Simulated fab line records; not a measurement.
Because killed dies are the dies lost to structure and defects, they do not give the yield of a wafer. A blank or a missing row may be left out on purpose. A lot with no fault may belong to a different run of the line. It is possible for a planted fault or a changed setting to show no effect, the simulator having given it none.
Which of the tools did it? | flow nand-harc | Sampling: 10 lots, 30 wafers, 7 of 1302 route steps

## WHAT THE GAUGES READ, wafer by wafer
NHARC_A_SOURCE_PLATE_THK_MEAS_06: measures by ellipsometry.
lot  | measured     | on            | thk-nm (nm)
L736 | day 8 20:55  | film-metro-01 | 200.5 200.7 200.0
L739 | day 10 00:07 | film-metro-01 | 324.6 322.8 325.2
L748 | day 13 15:20 | film-metro-02 | 200.1 199.8 198.5
L747 | day 13 15:20 | film-metro-01 | 196.6 198.1 196.8
L749 | day 14 09:44 | film-metro-01 | 197.2 200.0 200.6
L751 | day 15 03:20 | film-metro-01 | 198.7 200.0 201.0
L752 | day 15 17:13 | film-metro-01 | 201.6 204.5 201.8
L753 | day 15 22:32 | film-metro-02 | 200.6 197.3 200.5
L754 | day 16 09:24 | film-metro-02 | 203.1 201.5 201.2
L755 | day 16 18:59 | film-metro-01 | 199.6 201.8 200.9

NHARC_A_ONON_D1_THK_MEAS_05: measures by ellipsometry.
lot  | measured     | on            | thk-nm (nm)
L736 | day 8 22:10  | film-metro-01 | 1019 1021 1017
L739 | day 10 01:21 | film-metro-01 | 1008 1007 1006
L748 | day 13 16:34 | film-metro-01 | 1010 1010 1011
L747 | day 13 16:34 | film-metro-02 | 1007 1006 1007
L749 | day 14 10:56 | film-metro-01 | 986 985 986
L751 | day 15 04:33 | film-metro-02 | 996 995 995
L752 | day 15 18:25 | film-metro-01 | 992 990 991
L753 | day 15 23:46 | film-metro-02 | 989 990 991
L754 | day 16 10:39 | film-metro-02 | 1003 1001 1003
L755 | day 16 20:12 | film-metro-01 | 981 981 981

NHARC_END_SORT_01.
lot  | measured     | on        | killed-at-array | killed-at-other | killed-at-periphery | killed-dies | killed-open | killed-short
L739 | day 26 20:17 | prober-02 | 76 54 63        | 0 1 0           | 1 2 4               | 77 57 67    | 2 5 4       | 3 3 2

## WHICH TOOL RAN EACH LOT (tool, then ch and the chambers of the sampled wafers, then the start)
lot  | NHARC_P_BONDPAD_ETCH_24                       | NHARC_A_ZERO_WELL_DESCUM_12        | NHARC_A_SOURCE_PLATE_PVD_04  | NHARC_A_SOURCE_PLATE_CVD_03
L736 | rie-diel-03 ch 0,1,2, day 7 20:58 or earlier  | rie-diel-12 ch 0,1,2, day 7 20:58  | pvd-sputter-01, day 8 08:02  | lpcvd-poly-01 ch 0, day 8 10:28
L739 | rie-diel-13 ch 1,2,3, day 9 01:09 or earlier  | rie-diel-12 ch 1,2, day 9 01:09    | pvd-sputter-01, day 9 10:35  | lpcvd-poly-04 ch 0, day 9 13:07
L748 | rie-diel-03 ch 0,1,3, day 12 17:54 or earlier | rie-diel-12 ch 1,2,3, day 12 17:54 | pvd-sputter-03, day 13 02:31 | lpcvd-poly-04 ch 0, day 13 05:02
L747 | rie-diel-13 ch 0,2,3, day 12 18:05 or earlier | rie-diel-12 ch 0,1,2, day 12 18:05 | pvd-sputter-01, day 13 02:31 | lpcvd-poly-04 ch 0, day 13 05:02
L749 | rie-diel-13 ch 0,2,3, day 13 12:08 or earlier | rie-diel-12 ch 0,1,3, day 13 12:08 | pvd-sputter-03, day 13 20:55 | lpcvd-poly-01 ch 0, day 13 23:21
L751 | rie-diel-03 ch 1,3, day 14 06:42 or earlier   | rie-diel-04 ch 1,2, day 14 06:42   | pvd-sputter-01, day 14 13:32 | lpcvd-poly-04 ch 0, day 14 16:02
L752 | rie-diel-05 ch 1,3, day 14 20:00 or earlier   | rie-diel-12 ch 0,2, day 14 20:00   | pvd-sputter-03, day 15 04:41 | lpcvd-poly-03 ch 0, day 15 07:10
L753 | rie-diel-05 ch 0,1,3, day 15 00:58 or earlier | rie-diel-12 ch 0,1,2, day 15 00:58 | pvd-sputter-02, day 15 09:35 | lpcvd-poly-04 ch 0, day 15 12:08
L754 | rie-diel-05 ch 0,3, day 15 12:43 or earlier   | rie-diel-04 ch 1,3, day 15 12:43   | pvd-sputter-01, day 15 21:01 | lpcvd-poly-01 ch 0, day 15 23:25
L755 | rie-diel-03 ch 0,2,3, day 15 21:22 or earlier | rie-diel-12 ch 0,1, day 15 21:22   | pvd-sputter-01, day 16 05:59 | lpcvd-poly-04 ch 0, day 16 08:29
- NHARC_P_BONDPAD_ETCH_24: etches the open film in CF4/N2, target depth 30 nm, time 72.99 s.
- NHARC_A_ZERO_WELL_DESCUM_12: chemistry O2, time 3 s.
- NHARC_A_SOURCE_PLATE_PVD_04: deposits WSi2, target thk 50 nm.
- NHARC_A_SOURCE_PLATE_CVD_03: deposits poly-Si, target thk 200 nm, time 4000 s.

## AS READ BY THE TOOLS THEMSELVES (means over the sampled wafers that have a number; for cases with no such wafer, the mark the record gives instead)
NHARC_P_BONDPAD_ETCH_24.
lot  | tool        | drypump-motor-current-A (A) | oes-product-au (a.u.) | rf-vpp-V (V) | showerhead-plenum-p-Torr (Torr) | throttle-valve-pct (%)
L736 | rie-diel-03 | 5.3                         | 0.997                 | 313.2        | 2.56                            | 19.804
L739 | rie-diel-13 | 6.1                         | 0.997                 | 312.9        | 2.57                            | 19.790
L748 | rie-diel-03 | 5.5                         | 1.000                 | 313.7        | 2.59                            | 19.792
L747 | rie-diel-13 | 6.1                         | 0.999                 | 314.0        | 2.61                            | 19.794
L749 | rie-diel-13 | 6.1                         | 0.991                 | 313.6        | 2.61                            | 19.785
L751 | rie-diel-03 | 5.8                         | 0.985                 | 313.6        | 2.60                            | 19.796
L752 | rie-diel-05 | 5.8                         | 0.997                 | 316.4        | 2.78                            | 19.794
L753 | rie-diel-05 | 5.7                         | 0.993                 | 316.1        | 2.74                            | 19.794
L754 | rie-diel-05 | 6.0                         | 1.002                 | 315.3        | 2.69                            | 19.795
L755 | rie-diel-03 | 5.6                         | 0.999                 | 313.8        | 2.59                            | 19.798

NHARC_A_ZERO_WELL_DESCUM_12.
lot  | tool        | drypump-motor-current-A (A) | oes-product-au (a.u.) | rf-vpp-V (V) | showerhead-plenum-p-Torr (Torr) | throttle-valve-pct (%)
L736 | rie-diel-12 | 5.7                         | 1.002                 | 57.3         | 2.04                            | 11.317
L739 | rie-diel-12 | 5.6                         | 0.998                 | 58.0         | 2.03                            | 11.308
L748 | rie-diel-12 | 5.8                         | 0.998                 | 58.1         | 1.95                            | 11.322
L747 | rie-diel-12 | 5.7                         | 0.997                 | 58.2         | 2.04                            | 11.319
L749 | rie-diel-12 | 5.9                         | 1.005                 | 59.2         | 1.97                            | 11.314
L751 | rie-diel-04 | 6.4                         | 1.008                 | 58.2         | 1.82                            | 11.313
L752 | rie-diel-12 | 5.7                         | 1.002                 | 58.1         | 2.04                            | 11.306
L753 | rie-diel-12 | 5.8                         | 1.005                 | 57.7         | 2.04                            | 11.311
L754 | rie-diel-04 | 6.5                         | 1.004                 | 57.4         | 1.82                            | 11.307
L755 | rie-diel-12 | 5.8                         | 0.994                 | 58.7         | 2.05                            | 11.315

NHARC_A_SOURCE_PLATE_CVD_03.
lot  | tool          | spike-tc-bottom-C (C) | spike-tc-centre-C (C) | spike-tc-lower-C (C) | spike-tc-top-C (C) | spike-tc-upper-C (C) | tube-center-temp-C (C) | zone-power-centre-pct (%)
L736 | lpcvd-poly-01 | 642.1                 | 619.9                 | 620.6                | 640.3              | 619.7                | 620                    | 9.7
L739 | lpcvd-poly-04 | 660.9                 | 641.6                 | 643.4                | 661.5              | 641.5                | 641                    | 10.6
L748 | lpcvd-poly-04 | 639.3                 | 619.8                 | 623.0                | 641.4              | 620.2                | 620                    | 10.0
L747 | lpcvd-poly-04 | 641.5                 | 620.9                 | 622.6                | 639.9              | 621.3                | 620                    | 10.0
L749 | lpcvd-poly-01 | 641.7                 | 619.7                 | 621.1                | 641.4              | 619.7                | 620                    | 9.7
L751 | lpcvd-poly-04 | 639.8                 | 620.8                 | 622.1                | 640.2              | 620.2                | 620                    | 10.0
L752 | lpcvd-poly-03 | 641.8                 | 622.4                 | 618.7                | 641.0              | 620.8                | 620                    | 10.6
L753 | lpcvd-poly-04 | 640.3                 | 621.0                 | 622.2                | 641.2              | 621.8                | 620                    | 10.0
L754 | lpcvd-poly-01 | 641.8                 | 618.8                 | 619.8                | 641.8              | 621.6                | 620                    | 9.7
L755 | lpcvd-poly-04 | 640.8                 | 620.5                 | 621.0                | 640.5              | 619.8                | 620                    | 10.1

## THE ANSWER, worked out from the rows above alone
Rule: the lots themselves supply what counts as usual. Put in order of their means at a reading, lots are off if they are a third of the lots or fewer, leave a main group of 4 or more, and stand apart from it by a gap of 3 or more times the standard deviation of the main group's means; of several such gaps the widest counts. The tables above print the reading to a certain number of digits; a main group whose means all agree to those digits is not used. Also off: a lot with no number at a reading for which 4 or more lots have one. The other lots that the step has rows for count as sound. The gauges are gone through in route order, then the tools' own readings, and for those a lot's mean is taken as printed above. The first step at which some lot is off is used, and at that step the reading that is off furthest; a lot without a number counts as furthest.
Off: L739, at NHARC_A_SOURCE_PLATE_THK_MEAS_06 (thk-nm). Main group: mean 200.1 nm, sd 1.5.
A tool fits if, at a process step before that reading, it ran every lot that is off, and no sound lot after the first of them. The gauges at NHARC_A_SOURCE_PLATE_THK_MEAS_06 aren't tried: what is off there is off at NHARC_A_SOURCE_PLATE_CVD_03 too, on other tools, and a gauge's error can't cause that. With no start given for some of its lots, NHARC_P_BONDPAD_ETCH_24 uses the hours and lot order of NHARC_A_ZERO_WELL_DESCUM_12. No candidate that was tried fits.

## WHAT THE SIMULATOR PUT IN
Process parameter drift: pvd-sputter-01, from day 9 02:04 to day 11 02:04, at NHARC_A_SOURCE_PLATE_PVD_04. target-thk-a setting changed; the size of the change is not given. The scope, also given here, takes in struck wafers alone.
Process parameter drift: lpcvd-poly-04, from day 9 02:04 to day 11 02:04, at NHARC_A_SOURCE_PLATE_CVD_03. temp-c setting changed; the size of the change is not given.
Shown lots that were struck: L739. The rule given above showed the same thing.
